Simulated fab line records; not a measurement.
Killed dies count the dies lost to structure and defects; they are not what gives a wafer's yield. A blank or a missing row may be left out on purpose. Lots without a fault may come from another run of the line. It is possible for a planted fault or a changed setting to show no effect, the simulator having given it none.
fab line records / flow n5_finfet
[record] lots = 11 wafers = 33 last_day = 17
route steps=1938 shown BEOL_M14@1716
lots with no fault: from the same line, run without faults
start_h: the number of hours between the record's first day and the start of the first shown wafer of the lot / wait_h: hours elapsed since this lot's preceding step / " repeats the value in the row above / L1.1+2: a single row standing in for several wafers / - value missing, or start not given / * or withheld: withheld / < > ~ a bound
route shown NAME@n: NAME is a module with steps in the file, n the number in the route of the first one / usual: average and standard deviation across the fault-free wafers / same: alike in all rows / chamber/n: place in a boat / sites: the reading at each site / _std_site: their standard deviation / _edge_site: mean of outer sites minus mean of inner sites / radius_mm: how far each site lies from the wafer's centre / mask NAME#n: copy n / behind: the most recent tool/chamber to have shaped the wafer / hold: reason for holding the lot/hours on hold/outcome of the hold / device: whichever transistor did not switch (one of n, p or np) / end of line: at the end of the route, the tests of the same wafers / where a step has no rows: the recipe by itself / killed: at the first sort, the dies lost to defects and structure; wafer yield is something else / map: per-die view of a wafer (x killed, . not killed, _ where there is no die)
set.NAME: the setting the step ran with; set.NAME@STEP: the setting that earlier step ran with / model.NAME: the simulator's own value behind a step, which no gauge read
one table for each step of the route and one row for each wafer, over a sample of lots
services: the hour from which a tool's chamber was out of use, counted from the record's first day as start_h (under 0 if before that day), plus the number of hours and why
[[steps]]
[step N5_BEOL_M14_ILD_DEP_00]
[recipe] material = SiO2 target_thk_a = 11193 temp_c = 400 precursor = TEOS/O2 pressure_torr = 6.5 rf_w = 900 teos_flow_sccm = 161.4 gas = O2 flow_sccm = 2650 time_s = 237.4
[usual] heater_power_w = 635/110 showerhead_plenum_p_Torr = 8.32/0.062 throttle_valve_pct = 18.5/0.92
[same] time_s = 237.4
lot.wafer=L698.3 tool=pecvd-03 chamber=0 start_h=260.07 wait_h=0.0 heater_power_w=615 showerhead_plenum_p_Torr=8.39 throttle_valve_pct=19.4
lot.wafer=L698.5 tool=pecvd-03 chamber=2 start_h=260.07 wait_h=0.0 heater_power_w=570 showerhead_plenum_p_Torr=8.39 throttle_valve_pct=17.6
lot.wafer=L698.6 tool=pecvd-03 chamber=1 start_h=260.07 wait_h=0.0 heater_power_w=482 showerhead_plenum_p_Torr=8.32 throttle_valve_pct=17.5
lot.wafer=L700.2 tool=pecvd-03 chamber=1 start_h=260.73 wait_h=0.0 heater_power_w=552 showerhead_plenum_p_Torr=8.33 throttle_valve_pct=17.7
lot.wafer=L700.4 tool=pecvd-03 chamber=1 start_h=260.73 wait_h=0.0 heater_power_w=407 showerhead_plenum_p_Torr=8.29 throttle_valve_pct=17.8
lot.wafer=L700.5 tool=pecvd-03 chamber=0 start_h=260.73 wait_h=0.0 heater_power_w=709 showerhead_plenum_p_Torr=8.40 throttle_valve_pct=19.7
lot.wafer=L702.4 tool=pecvd-01 chamber=2 start_h=270.10 wait_h=0.1 heater_power_w=590 showerhead_plenum_p_Torr=8.28 throttle_valve_pct=17.6
lot.wafer=L702.5 tool=pecvd-01 chamber=0 start_h=270.10 wait_h=0.1 heater_power_w=443 showerhead_plenum_p_Torr=8.26 throttle_valve_pct=19.3
lot.wafer=L702.6 tool=pecvd-01 chamber=1 start_h=270.10 wait_h=0.1 heater_power_w=669 showerhead_plenum_p_Torr=8.43 throttle_valve_pct=19.5
lot.wafer=L701.1 tool=pecvd-01 chamber=0 start_h=270.26 wait_h=0.0 heater_power_w=551 showerhead_plenum_p_Torr=8.25 throttle_valve_pct=19.0
lot.wafer=L701.3 tool=pecvd-01 chamber=2 start_h=270.26 wait_h=0.0 heater_power_w=613 showerhead_plenum_p_Torr=8.27 throttle_valve_pct=17.9
lot.wafer=L701.5 tool=pecvd-01 chamber=0 start_h=270.26 wait_h=0.0 heater_power_w=590 showerhead_plenum_p_Torr=8.28 throttle_valve_pct=19.0
lot.wafer=L703.2 tool=pecvd-02 chamber=1 start_h=270.38 wait_h=0.0 heater_power_w=713 showerhead_plenum_p_Torr=8.30 throttle_valve_pct=17.4
lot.wafer=L703.3 tool=pecvd-02 chamber=0 start_h=270.38 wait_h=0.0 heater_power_w=895 showerhead_plenum_p_Torr=8.30 throttle_valve_pct=19.7
lot.wafer=L703.6 tool=pecvd-02 chamber=0 start_h=270.38 wait_h=0.0 heater_power_w=708 showerhead_plenum_p_Torr=8.30 throttle_valve_pct=19.4
lot.wafer=L705.1 tool=pecvd-02 chamber=0 start_h=295.92 wait_h=0.0 heater_power_w=849 showerhead_plenum_p_Torr=8.27 throttle_valve_pct=19.8
lot.wafer=L705.3 tool=pecvd-02 chamber=2 start_h=295.92 wait_h=0.0 heater_power_w=778 showerhead_plenum_p_Torr=8.34 throttle_valve_pct=17.6
lot.wafer=L705.6 tool=pecvd-02 chamber=0 start_h=295.92 wait_h=0.0 heater_power_w=698 showerhead_plenum_p_Torr=8.28 throttle_valve_pct=19.4
lot.wafer=L708.2 tool=pecvd-02 chamber=1 start_h=315.02 wait_h=0.0 heater_power_w=692 showerhead_plenum_p_Torr=8.31 throttle_valve_pct=17.2
lot.wafer=L708.5 tool=pecvd-02 chamber=2 start_h=315.02 wait_h=0.0 heater_power_w=635 showerhead_plenum_p_Torr=8.34 throttle_valve_pct=18.0
lot.wafer=L708.6 tool=pecvd-02 chamber=1 start_h=315.02 wait_h=0.0 heater_power_w=726 showerhead_plenum_p_Torr=8.32 throttle_valve_pct=17.5
lot.wafer=L709.3 tool=pecvd-02 chamber=2 start_h=317.67 wait_h=0.0 heater_power_w=742 showerhead_plenum_p_Torr=8.35 throttle_valve_pct=17.9
lot.wafer=L709.4 tool=pecvd-02 chamber=2 start_h=317.67 wait_h=0.0 heater_power_w=798 showerhead_plenum_p_Torr=8.35 throttle_valve_pct=17.8
lot.wafer=L709.6 tool=pecvd-02 chamber=0 start_h=317.67 wait_h=0.0 heater_power_w=711 showerhead_plenum_p_Torr=8.30 throttle_valve_pct=19.6
lot.wafer=L719.2 tool=pecvd-01 chamber=0 start_h=362.69 wait_h=0.0 heater_power_w=570 showerhead_plenum_p_Torr=8.26 throttle_valve_pct=19.1
lot.wafer=L719.3 tool=pecvd-01 chamber=1 start_h=362.69 wait_h=0.0 heater_power_w=704 showerhead_plenum_p_Torr=8.43 throttle_valve_pct=19.6
lot.wafer=L719.5 tool=pecvd-01 chamber=1 start_h=362.69 wait_h=0.0 heater_power_w=541 showerhead_plenum_p_Torr=8.43 throttle_valve_pct=19.6
lot.wafer=L717.1 tool=pecvd-02 chamber=2 start_h=372.31 wait_h=0.0 heater_power_w=708 showerhead_plenum_p_Torr=8.36 throttle_valve_pct=17.8
lot.wafer=L717.2 tool=pecvd-02 chamber=1 start_h=372.31 wait_h=0.0 heater_power_w=598 showerhead_plenum_p_Torr=8.31 throttle_valve_pct=17.4
lot.wafer=L717.6 tool=pecvd-02 chamber=1 start_h=372.31 wait_h=0.0 heater_power_w=696 showerhead_plenum_p_Torr=8.32 throttle_valve_pct=17.6
lot.wafer=L721.4 tool=pecvd-01 chamber=1 start_h=381.95 wait_h=0.1 heater_power_w=552 showerhead_plenum_p_Torr=8.44 throttle_valve_pct=19.6
lot.wafer=L721.5 tool=pecvd-01 chamber=2 start_h=381.95 wait_h=0.1 heater_power_w=613 showerhead_plenum_p_Torr=8.26 throttle_valve_pct=17.9
lot.wafer=L721.6 tool=pecvd-01 chamber=0 start_h=381.95 wait_h=0.1 heater_power_w=457 showerhead_plenum_p_Torr=8.27 throttle_valve_pct=19.2
[step N5_BEOL_M14_THK_MEAS_01]
[recipe] reads = SiO2_of_BEOL_M14_ILD_DEP_00
[usual] M14_ILD_THK = 1120/14
lot.wafer=L698.3 tool=film_metro-02 chamber=- start_h=260.27 wait_h=0.1 M14_ILD_THK[nm]=1118
lot.wafer=L698.5 tool=film_metro-02 chamber=- start_h=260.27 wait_h=0.1 M14_ILD_THK[nm]=1141
lot.wafer=L698.6 tool=film_metro-02 chamber=- start_h=260.27 wait_h=0.1 M14_ILD_THK[nm]=1134
lot.wafer=L700.2 tool=film_metro-02 chamber=- start_h=260.92 wait_h=0.1 M14_ILD_THK[nm]=1112
lot.wafer=L700.4 tool=film_metro-02 chamber=- start_h=260.92 wait_h=0.1 M14_ILD_THK[nm]=1127
lot.wafer=L700.5 tool=film_metro-02 chamber=- start_h=260.92 wait_h=0.1 M14_ILD_THK[nm]=1127
lot.wafer=L702.4 tool=film_metro-02 chamber=- start_h=270.21 wait_h=0.0 M14_ILD_THK[nm]=1132
lot.wafer=L702.5 tool=film_metro-02 chamber=- start_h=270.21 wait_h=0.0 M14_ILD_THK[nm]=1127
lot.wafer=L702.6 tool=film_metro-02 chamber=- start_h=270.21 wait_h=0.0 M14_ILD_THK[nm]=1144
lot.wafer=L701.1 tool=film_metro-02 chamber=- start_h=270.45 wait_h=0.1 M14_ILD_THK[nm]=1114
lot.wafer=L701.3 tool=film_metro-02 chamber=- start_h=270.45 wait_h=0.1 M14_ILD_THK[nm]=1120
lot.wafer=L701.5 tool=film_metro-02 chamber=- start_h=270.45 wait_h=0.1 M14_ILD_THK[nm]=1142
lot.wafer=L703.2 tool=film_metro-02 chamber=- start_h=270.57 wait_h=0.1 M14_ILD_THK[nm]=1123
lot.wafer=L703.3 tool=film_metro-02 chamber=- start_h=270.57 wait_h=0.1 M14_ILD_THK[nm]=1088
lot.wafer=L703.6 tool=film_metro-02 chamber=- start_h=270.57 wait_h=0.1 M14_ILD_THK[nm]=1111
lot.wafer=L705.1 tool=film_metro-02 chamber=- start_h=296.11 wait_h=0.1 M14_ILD_THK[nm]=1117
lot.wafer=L705.3 tool=film_metro-02 chamber=- start_h=296.11 wait_h=0.1 M14_ILD_THK[nm]=1122
lot.wafer=L705.6 tool=film_metro-02 chamber=- start_h=296.11 wait_h=0.1 M14_ILD_THK[nm]=1127
lot.wafer=L708.2 tool=film_metro-01 chamber=- start_h=315.21 wait_h=0.1 M14_ILD_THK[nm]=1115
lot.wafer=L708.5 tool=film_metro-01 chamber=- start_h=315.21 wait_h=0.1 M14_ILD_THK[nm]=1126
lot.wafer=L708.6 tool=film_metro-01 chamber=- start_h=315.21 wait_h=0.1 M14_ILD_THK[nm]=1123
lot.wafer=L709.3 tool=film_metro-01 chamber=- start_h=317.86 wait_h=0.1 M14_ILD_THK[nm]=1105
lot.wafer=L709.4 tool=film_metro-01 chamber=- start_h=317.86 wait_h=0.1 M14_ILD_THK[nm]=1118
lot.wafer=L709.6 tool=film_metro-01 chamber=- start_h=317.86 wait_h=0.1 M14_ILD_THK[nm]=1124
lot.wafer=L719.2 tool=film_metro-01 chamber=- start_h=362.88 wait_h=0.1 M14_ILD_THK[nm]=1102
lot.wafer=L719.3 tool=film_metro-01 chamber=- start_h=362.88 wait_h=0.1 M14_ILD_THK[nm]=1111
lot.wafer=L719.5 tool=film_metro-01 chamber=- start_h=362.88 wait_h=0.1 M14_ILD_THK[nm]=1133
lot.wafer=L717.1 tool=film_metro-01 chamber=- start_h=372.50 wait_h=0.1 M14_ILD_THK[nm]=1117
lot.wafer=L717.2 tool=film_metro-01 chamber=- start_h=372.50 wait_h=0.1 M14_ILD_THK[nm]=1135
lot.wafer=L717.6 tool=film_metro-01 chamber=- start_h=372.50 wait_h=0.1 M14_ILD_THK[nm]=1139
lot.wafer=L721.4 tool=film_metro-02 chamber=- start_h=382.06 wait_h=0.0 M14_ILD_THK[nm]=1128
lot.wafer=L721.5 tool=film_metro-02 chamber=- start_h=382.06 wait_h=0.0 M14_ILD_THK[nm]=1131
lot.wafer=L721.6 tool=film_metro-02 chamber=- start_h=382.06 wait_h=0.0 M14_ILD_THK[nm]=1120
[step N5_BEOL_M14_OVL_MEAS_11]
[recipe] points_per_wafer = 44
[usual] V13_OVL = 6/6.8
lot.wafer=L698.3 tool=overlay-02 chamber=0 start_h=260.60 wait_h=0.0 V13_OVL[nm]=6
lot.wafer=L698.5 tool=overlay-02 chamber=0 start_h=260.60 wait_h=0.0 V13_OVL[nm]=11
lot.wafer=L698.6 tool=overlay-02 chamber=0 start_h=260.60 wait_h=0.0 V13_OVL[nm]=0
lot.wafer=L700.2 tool=overlay-02 chamber=0 start_h=261.39 wait_h=0.0 V13_OVL[nm]=17
lot.wafer=L700.4 tool=overlay-02 chamber=0 start_h=261.39 wait_h=0.0 V13_OVL[nm]=10
lot.wafer=L700.5 tool=overlay-02 chamber=0 start_h=261.39 wait_h=0.0 V13_OVL[nm]=11
lot.wafer=L702.4 tool=overlay-01 chamber=0 start_h=270.67 wait_h=0.0 V13_OVL[nm]=5
lot.wafer=L702.5 tool=overlay-01 chamber=0 start_h=270.67 wait_h=0.0 V13_OVL[nm]=2
lot.wafer=L702.6 tool=overlay-01 chamber=0 start_h=270.67 wait_h=0.0 V13_OVL[nm]=5
lot.wafer=L701.1 tool=overlay-02 chamber=0 start_h=270.91 wait_h=0.0 V13_OVL[nm]=8
lot.wafer=L701.3 tool=overlay-02 chamber=0 start_h=270.91 wait_h=0.0 V13_OVL[nm]=4
lot.wafer=L701.5 tool=overlay-02 chamber=0 start_h=270.91 wait_h=0.0 V13_OVL[nm]=6
lot.wafer=L703.2 tool=overlay-01 chamber=0 start_h=271.08 wait_h=0.0 V13_OVL[nm]=-4
lot.wafer=L703.3 tool=overlay-01 chamber=0 start_h=271.08 wait_h=0.0 V13_OVL[nm]=-3
lot.wafer=L703.6 tool=overlay-01 chamber=0 start_h=271.08 wait_h=0.0 V13_OVL[nm]=-8
lot.wafer=L705.1 tool=overlay-02 chamber=0 start_h=296.45 wait_h=0.0 V13_OVL[nm]=22
lot.wafer=L705.3 tool=overlay-02 chamber=0 start_h=296.45 wait_h=0.0 V13_OVL[nm]=15
lot.wafer=L705.6 tool=overlay-02 chamber=0 start_h=296.45 wait_h=0.0 V13_OVL[nm]=21
lot.wafer=L708.2 tool=overlay-02 chamber=0 start_h=315.67 wait_h=0.0 V13_OVL[nm]=3
lot.wafer=L708.5 tool=overlay-02 chamber=0 start_h=315.67 wait_h=0.0 V13_OVL[nm]=0
lot.wafer=L708.6 tool=overlay-02 chamber=0 start_h=315.67 wait_h=0.0 V13_OVL[nm]=-6
lot.wafer=L709.3 tool=overlay-02 chamber=0 start_h=318.32 wait_h=0.0 V13_OVL[nm]=14
lot.wafer=L709.4 tool=overlay-02 chamber=0 start_h=318.32 wait_h=0.0 V13_OVL[nm]=4
lot.wafer=L709.6 tool=overlay-02 chamber=0 start_h=318.32 wait_h=0.0 V13_OVL[nm]=-4
lot.wafer=L719.2 tool=overlay-01 chamber=0 start_h=363.21 wait_h=0.0 V13_OVL[nm]=3
lot.wafer=L719.3 tool=overlay-01 chamber=0 start_h=363.21 wait_h=0.0 V13_OVL[nm]=5
lot.wafer=L719.5 tool=overlay-01 chamber=0 start_h=363.21 wait_h=0.0 V13_OVL[nm]=7
lot.wafer=L717.1 tool=overlay-01 chamber=0 start_h=372.96 wait_h=0.0 V13_OVL[nm]=6
lot.wafer=L717.2 tool=overlay-01 chamber=0 start_h=372.96 wait_h=0.0 V13_OVL[nm]=10
lot.wafer=L717.6 tool=overlay-01 chamber=0 start_h=372.96 wait_h=0.0 V13_OVL[nm]=20
lot.wafer=L721.4 tool=overlay-02 chamber=0 start_h=382.39 wait_h=0.0 V13_OVL[nm]=4
lot.wafer=L721.5 tool=overlay-02 chamber=0 start_h=382.39 wait_h=0.0 V13_OVL[nm]=14
lot.wafer=L721.6 tool=overlay-02 chamber=0 start_h=382.39 wait_h=0.0 V13_OVL[nm]=7
[step N5_BEOL_M14_ETCH_59]
[recipe] chemistry = N2/H2 target = BARC target_depth_a = 890 overetch_a = 267 time_s = 67.9 ion_energy_ev = 200 pressure_mtorr = 30 source_w = 840 bias_w = 150 n2_flow_sccm = 200 h2_flow_sccm = 200
[usual] drypump_motor_current_A = 5.8/0.47 h2_flow_sccm = 199.9/0.6 oes_product_au = 0.68/0.069 rf_vpp_V = 523.9/2.7 showerhead_plenum_p_Torr = 2.55/0.093 throttle_valve_pct = 17.73/0.25
[same] time_s = 67.9
lot.wafer=L698.3 tool=rie_diel-05 chamber=0 start_h=260.70 wait_h=0.0 drypump_motor_current_A=5.2 h2_flow_sccm=201.2 oes_product_au=0.59 rf_hours_counter_h=250 rf_vpp_V=525.8 showerhead_plenum_p_Torr=2.60 throttle_valve_pct=18.02
lot.wafer=L698.5 tool=rie_diel-05 chamber=3 start_h=260.70 wait_h=0.0 drypump_motor_current_A=5.3 h2_flow_sccm=200.7 oes_product_au=0.61 rf_hours_counter_h=- rf_vpp_V=522.9 showerhead_plenum_p_Torr=2.52 throttle_valve_pct=18.11
lot.wafer=L698.6 tool=rie_diel-05 chamber=0 start_h=260.70 wait_h=0.0 drypump_motor_current_A=5.2 h2_flow_sccm=201.0 oes_product_au=0.60 rf_hours_counter_h=- rf_vpp_V=526.2 showerhead_plenum_p_Torr=2.60 throttle_valve_pct=18.06
lot.wafer=L700.2 tool=rie_diel-03 chamber=1 start_h=261.74 wait_h=0.0 drypump_motor_current_A=5.7 h2_flow_sccm=200.9 oes_product_au=0.66 rf_hours_counter_h=130 rf_vpp_V=527.9 showerhead_plenum_p_Torr=2.65 throttle_valve_pct=17.43
lot.wafer=L700.4 tool=rie_diel-03 chamber=0 start_h=261.74 wait_h=0.0 drypump_motor_current_A=6.3 h2_flow_sccm=199.8 oes_product_au=0.73 rf_hours_counter_h=56 rf_vpp_V=522.7 showerhead_plenum_p_Torr=2.47 throttle_valve_pct=17.68
lot.wafer=L700.5 tool=rie_diel-03 chamber=0 start_h=261.74 wait_h=0.0 drypump_motor_current_A=6.3 h2_flow_sccm=199.8 oes_product_au=0.73 rf_hours_counter_h=- rf_vpp_V=521.2 showerhead_plenum_p_Torr=2.47 throttle_valve_pct=17.68
lot.wafer=L702.4 tool=rie_diel-01 chamber=0 start_h=270.77 wait_h=0.0 drypump_motor_current_A=5.5 h2_flow_sccm=199.7 oes_product_au=0.77 rf_hours_counter_h=27 rf_vpp_V=526.4 showerhead_plenum_p_Torr=2.60 throttle_valve_pct=17.29
lot.wafer=L702.5 tool=rie_diel-01 chamber=1 start_h=270.77 wait_h=0.0 drypump_motor_current_A=6.1 h2_flow_sccm=200.3 oes_product_au=0.60 rf_hours_counter_h=- rf_vpp_V=520.0 showerhead_plenum_p_Torr=2.41 throttle_valve_pct=17.77
lot.wafer=L702.6 tool=rie_diel-01 chamber=0 start_h=270.77 wait_h=0.0 drypump_motor_current_A=5.5 h2_flow_sccm=199.7 oes_product_au=0.77 rf_hours_counter_h=- rf_vpp_V=525.7 showerhead_plenum_p_Torr=2.60 throttle_valve_pct=17.28
lot.wafer=L701.1 tool=rie_diel-05 chamber=2 start_h=271.01 wait_h=0.0 drypump_motor_current_A=6.3 h2_flow_sccm=199.5 oes_product_au=0.59 rf_hours_counter_h=226 rf_vpp_V=523.2 showerhead_plenum_p_Torr=2.52 throttle_valve_pct=18.10
lot.wafer=L701.3 tool=rie_diel-05 chamber=1 start_h=271.01 wait_h=0.0 drypump_motor_current_A=6.1 h2_flow_sccm=201.0 oes_product_au=0.79 rf_hours_counter_h=19 rf_vpp_V=521.8 showerhead_plenum_p_Torr=2.49 throttle_valve_pct=17.69
lot.wafer=L701.5 tool=rie_diel-05 chamber=2 start_h=271.01 wait_h=0.0 drypump_motor_current_A=6.3 h2_flow_sccm=200.4 oes_product_au=0.59 rf_hours_counter_h=- rf_vpp_V=523.4 showerhead_plenum_p_Torr=2.52 throttle_valve_pct=18.11
lot.wafer=L703.2 tool=rie_diel-01 chamber=2 start_h=271.17 wait_h=0.0 drypump_motor_current_A=5.4 h2_flow_sccm=201.0 oes_product_au=0.67 rf_hours_counter_h=107 rf_vpp_V=526.7 showerhead_plenum_p_Torr=2.67 throttle_valve_pct=17.70
lot.wafer=L703.3 tool=rie_diel-01 chamber=3 start_h=271.17 wait_h=0.0 drypump_motor_current_A=5.1 h2_flow_sccm=200.2 oes_product_au=0.66 rf_hours_counter_h=96 rf_vpp_V=527.1 showerhead_plenum_p_Torr=2.68 throttle_valve_pct=17.75
lot.wafer=L703.6 tool=rie_diel-01 chamber=0 start_h=271.17 wait_h=0.0 drypump_motor_current_A=5.5 h2_flow_sccm=199.9 oes_product_au=0.77 rf_hours_counter_h=- rf_vpp_V=525.2 showerhead_plenum_p_Torr=2.60 throttle_valve_pct=17.29
lot.wafer=L705.1 tool=rie_diel-01 chamber=1 start_h=296.54 wait_h=0.0 drypump_motor_current_A=6.1 h2_flow_sccm=199.8 oes_product_au=0.59 rf_hours_counter_h=235 rf_vpp_V=519.6 showerhead_plenum_p_Torr=2.41 throttle_valve_pct=17.77
lot.wafer=L705.3 tool=rie_diel-01 chamber=2 start_h=296.54 wait_h=0.0 drypump_motor_current_A=5.4 h2_flow_sccm=200.0 oes_product_au=0.66 rf_hours_counter_h=115 rf_vpp_V=528.3 showerhead_plenum_p_Torr=2.67 throttle_valve_pct=17.72
lot.wafer=L705.6 tool=rie_diel-01 chamber=0 start_h=296.54 wait_h=0.0 drypump_motor_current_A=5.5 h2_flow_sccm=200.2 oes_product_au=0.75 rf_hours_counter_h=- rf_vpp_V=524.3 showerhead_plenum_p_Torr=2.59 throttle_valve_pct=17.31
lot.wafer=L708.2 tool=rie_diel-03 chamber=1 start_h=315.80 wait_h=0.0 drypump_motor_current_A=5.7 h2_flow_sccm=199.2 oes_product_au=0.64 rf_hours_counter_h=148 rf_vpp_V=527.1 showerhead_plenum_p_Torr=2.64 throttle_valve_pct=17.46
lot.wafer=L708.5 tool=rie_diel-03 chamber=3 start_h=315.80 wait_h=0.0 drypump_motor_current_A=6.3 h2_flow_sccm=199.7 oes_product_au=0.64 rf_hours_counter_h=- rf_vpp_V=521.4 showerhead_plenum_p_Torr=2.42 throttle_valve_pct=17.75
lot.wafer=L708.6 tool=rie_diel-03 chamber=1 start_h=315.80 wait_h=0.0 drypump_motor_current_A=5.7 h2_flow_sccm=199.4 oes_product_au=0.64 rf_hours_counter_h=- rf_vpp_V=526.9 showerhead_plenum_p_Torr=2.64 throttle_valve_pct=17.47
lot.wafer=L709.3 tool=rie_diel-01 chamber=3 start_h=318.41 wait_h=0.0 drypump_motor_current_A=5.1 h2_flow_sccm=199.9 oes_product_au=0.65 rf_hours_counter_h=115 rf_vpp_V=526.3 showerhead_plenum_p_Torr=2.67 throttle_valve_pct=17.76
lot.wafer=L709.4 tool=rie_diel-01 chamber=1 start_h=318.41 wait_h=0.0 drypump_motor_current_A=6.1 h2_flow_sccm=199.8 oes_product_au=0.60 rf_hours_counter_h=243 rf_vpp_V=517.7 showerhead_plenum_p_Torr=2.40 throttle_valve_pct=17.79
lot.wafer=L709.6 tool=rie_diel-01 chamber=2 start_h=318.41 wait_h=0.0 drypump_motor_current_A=5.4 h2_flow_sccm=200.8 oes_product_au=0.65 rf_hours_counter_h=- rf_vpp_V=527.3 showerhead_plenum_p_Torr=2.66 throttle_valve_pct=17.74
lot.wafer=L719.2 tool=rie_diel-05 chamber=1 start_h=363.31 wait_h=0.0 drypump_motor_current_A=6.2 h2_flow_sccm=199.7 oes_product_au=0.73 rf_hours_counter_h=57 rf_vpp_V=521.7 showerhead_plenum_p_Torr=2.47 throttle_valve_pct=17.75
lot.wafer=L719.3 tool=rie_diel-05 chamber=0 start_h=363.31 wait_h=0.0 drypump_motor_current_A=5.2 h2_flow_sccm=199.8 oes_product_au=0.74 rf_hours_counter_h=32 rf_vpp_V=525.9 showerhead_plenum_p_Torr=2.59 throttle_valve_pct=17.64
lot.wafer=L719.5 tool=rie_diel-05 chamber=1 start_h=363.31 wait_h=0.0 drypump_motor_current_A=6.1 h2_flow_sccm=201.2 oes_product_au=0.73 rf_hours_counter_h=- rf_vpp_V=522.4 showerhead_plenum_p_Torr=2.48 throttle_valve_pct=17.76
lot.wafer=L717.1 tool=rie_diel-01 chamber=1 start_h=373.12 wait_h=0.0 drypump_motor_current_A=6.1 h2_flow_sccm=200.1 oes_product_au=0.79 rf_hours_counter_h=7 rf_vpp_V=528.8 showerhead_plenum_p_Torr=2.72 throttle_valve_pct=17.43
lot.wafer=L717.2 tool=rie_diel-01 chamber=0 start_h=373.12 wait_h=0.0 drypump_motor_current_A=5.5 h2_flow_sccm=179.6 oes_product_au=0.72 rf_hours_counter_h=63 rf_vpp_V=524.6 showerhead_plenum_p_Torr=2.52 throttle_valve_pct=16.81
lot.wafer=L717.6 tool=rie_diel-01 chamber=0 start_h=373.12 wait_h=0.0 drypump_motor_current_A=5.5 h2_flow_sccm=179.5 oes_product_au=0.73 rf_hours_counter_h=- rf_vpp_V=524.5 showerhead_plenum_p_Torr=2.52 throttle_valve_pct=16.82
lot.wafer=L721.4 tool=rie_diel-05 chamber=3 start_h=382.49 wait_h=0.0 drypump_motor_current_A=5.4 h2_flow_sccm=200.2 oes_product_au=0.81 rf_hours_counter_h=4 rf_vpp_V=523.5 showerhead_plenum_p_Torr=2.51 throttle_valve_pct=17.72
lot.wafer=L721.5 tool=rie_diel-05 chamber=2 start_h=382.49 wait_h=0.0 drypump_motor_current_A=6.3 h2_flow_sccm=199.0 oes_product_au=0.78 rf_hours_counter_h=- rf_vpp_V=520.7 showerhead_plenum_p_Torr=2.50 throttle_valve_pct=17.74
lot.wafer=L721.6 tool=rie_diel-05 chamber=1 start_h=382.49 wait_h=0.0 drypump_motor_current_A=6.2 h2_flow_sccm=199.1 oes_product_au=0.72 rf_hours_counter_h=- rf_vpp_V=521.5 showerhead_plenum_p_Torr=2.47 throttle_valve_pct=17.77
[[services]]
tool=rie_diel-01 chamber=1 start_h=246.01 hours=6.7 kind=repair
tool=pecvd-02 chamber=2 start_h=255.39 hours=13.3 kind=repair
tool=rie_diel-05 chamber=0 start_h=261.01 hours=- kind=clean
tool=rie_diel-05 chamber=0 start_h=261.01 hours=- kind=consumable_replace:focus_ring
tool=rie_diel-05 chamber=0 start_h=261.01 hours=24.8 kind=scheduled_down
tool=rie_diel-05 chamber=0 start_h=261.01 hours=24.8 kind=vent_cycle
tool=pecvd-01 chamber=0 start_h=275.00 hours=5.5 kind=scheduled_down
tool=pecvd-02 chamber=- start_h=284.87 hours=1.5 kind=repair
tool=pecvd-03 chamber=- start_h=292.21 hours=0.6 kind=repair
tool=rie_diel-01 chamber=1 start_h=300.08 hours=2.1 kind=repair
tool=rie_diel-03 chamber=- start_h=306.71 hours=2.8 kind=pm
tool=rie_diel-03 chamber=2 start_h=315.09 hours=11.2 kind=repair
tool=rie_diel-05 chamber=3 start_h=331.50 hours=3.1 kind=repair
tool=rie_diel-05 chamber=2 start_h=334.65 hours=- kind=clean
tool=rie_diel-05 chamber=2 start_h=334.65 hours=- kind=consumable_replace:focus_ring
tool=rie_diel-05 chamber=2 start_h=334.65 hours=20.5 kind=scheduled_down
tool=rie_diel-01 chamber=1 start_h=337.69 hours=- kind=clean
tool=rie_diel-01 chamber=1 start_h=337.69 hours=- kind=consumable_replace:focus_ring
tool=rie_diel-01 chamber=1 start_h=337.69 hours=- kind=consumable_replace:showerhead
tool=rie_diel-01 chamber=1 start_h=337.69 hours=13.0 kind=scheduled_down
tool=rie_diel-01 chamber=1 start_h=337.69 hours=13.0 kind=vent_cycle
tool=rie_diel-01 chamber=0 start_h=338.64 hours=8.2 kind=repair
tool=pecvd-03 chamber=2 start_h=351.28 hours=5.5 kind=repair
tool=pecvd-02 chamber=- start_h=378.01 hours=2.8 kind=pm
[[key]]
[first_sign] step = N5_BEOL_M14_ETCH_59 reading = h2_flow_sccm direction = down sigmas = 34 usual = 199.9 struck = 179.6
[effect] step = N5_BEOL_M14_ETCH_59 reading = throttle_valve_pct direction = down sigmas = 3.7 usual = * struck = *
met_at N5_BEOL_M14_ETCH_59
struck_lots L717
struck_wafers L717.2,L717.6
not_acting_at N5_BEOL_M14_ILD_DEP_00,N5_BEOL_M14_THK_MEAS_01,N5_BEOL_M14_OVL_MEAS_11
onset_between 296.54 373.12
[fault] kind = process_parameter_drift tool = rie_diel-01 chamber = 0 onset_h = 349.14 steps = N5_BEOL_M14_ETCH_59 channel = h2_flow_sccm offset = -20 shape = step end_h = 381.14 acts_in = these_recipes_only stated = 200
